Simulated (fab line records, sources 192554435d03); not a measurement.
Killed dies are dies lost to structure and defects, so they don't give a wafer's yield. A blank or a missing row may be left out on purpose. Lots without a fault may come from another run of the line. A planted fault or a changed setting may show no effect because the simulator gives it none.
Chamber matching | flow n5_finfet | N5_HKMG_FIN_ALD_79 on ald_metal-03: 4 sister chambers
The step deposits TiN, target thk 1.5 nm, pulse time 1 s, purge time 3 s. 4 wafers are shown with their chamber, then 8 later ones without.

WAFERS WITH THEIR CHAMBER
wafer  | chamber | heater_power_w (W)
L079.1 | 1       | 938
L079.6 | 0       | 840
L080.5 | 3       | 692
L082.1 | 2       | 815

WAFERS WITHOUT THEIR CHAMBER
wafer  | heater_power_w (W)
L082.3 | 861
L082.6 | 837
L091.2 | 719
L091.4 | 831
L091.5 | 849
L097.2 | 834
L097.3 | 846
L097.6 | 815

WHICH CHAMBER EACH WENT THROUGH
wafer  | from the rows above     | in truth
L082.3 | can't be placed: 0 or 2 | 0
L082.6 | can't be placed: 0 or 2 | 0
L091.2 | 3                       | 3
L091.4 | can't be placed: 0 or 2 | 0
L091.5 | can't be placed: 0 or 2 | 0
L097.2 | can't be placed: 0 or 2 | 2
L097.3 | can't be placed: 0 or 2 | 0
L097.6 | can't be placed: 2 or 0 | 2
Placed correctly: 1 of 8. Can't be placed from these rows: 7 (the true chamber is among the candidates in 7). Placed wrongly: 0.
How it was worked out, from the rows above alone: a wafer's distance from a chamber is the root of the sum, over the readings, of the square of ((its reading less the chamber's mean) divided by the reading's scatter). The wafer belongs to the nearest chamber; if the next one is less than 2 further off, it can't be placed. A chamber's mean is the mean of its shown wafers. The scatter: with one shown wafer a chamber, the root of the mean of the squares of how far each hidden wafer lies from its nearest shown one.
